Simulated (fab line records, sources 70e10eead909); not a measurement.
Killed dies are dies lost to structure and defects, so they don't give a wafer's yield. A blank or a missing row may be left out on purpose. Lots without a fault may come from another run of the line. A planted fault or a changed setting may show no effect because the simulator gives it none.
Chamber matching | flow nand_harc | NHARC_P_BONDPAD_ETCH_37 on rie_diel-12: 4 sister chambers
The step etches the open film in N2/H2, target depth 60 nm, overetch 18 nm, time 65.91 s. 4 wafers are shown with their chamber, then 6 later ones without.

WAFERS WITH THEIR CHAMBER
wafer  | chamber | drypump_motor_current_A (A)
L366.5 | 0       | 5.3
L367.4 | 1       | 6.1
L374.2 | 2       | 4.9
L374.6 | 3       | 5.1

WAFERS WITHOUT THEIR CHAMBER
wafer  | drypump_motor_current_A (A)
L377.2 | 4.9
L377.3 | 5.1
L377.4 | 6.0
L381.2 | 5.2
L381.5 | 5.1
L381.6 | 4.9

WHICH CHAMBER EACH WENT THROUGH
wafer  | from the rows above     | in truth
L377.2 | 2                       | 2
L377.3 | 3                       | 3
L377.4 | 1                       | 1
L381.2 | can't be placed: 0 or 3 | 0
L381.5 | 3                       | 3
L381.6 | 2                       | 2
Placed correctly: 5 of 6. Can't be placed from these rows: 1 (the true chamber is among the candidates in 1). Placed wrongly: 0.
How it was worked out, from the rows above alone: a wafer's distance from a chamber is the root of the sum, over the readings, of the square of ((its reading less the chamber's mean) divided by the reading's scatter). The wafer belongs to the nearest chamber; if the next one is less than 2 further off, it can't be placed. A chamber's mean is the mean of its shown wafers. The scatter: with one shown wafer a chamber, the root of the mean of the squares of how far each hidden wafer lies from its nearest shown one.
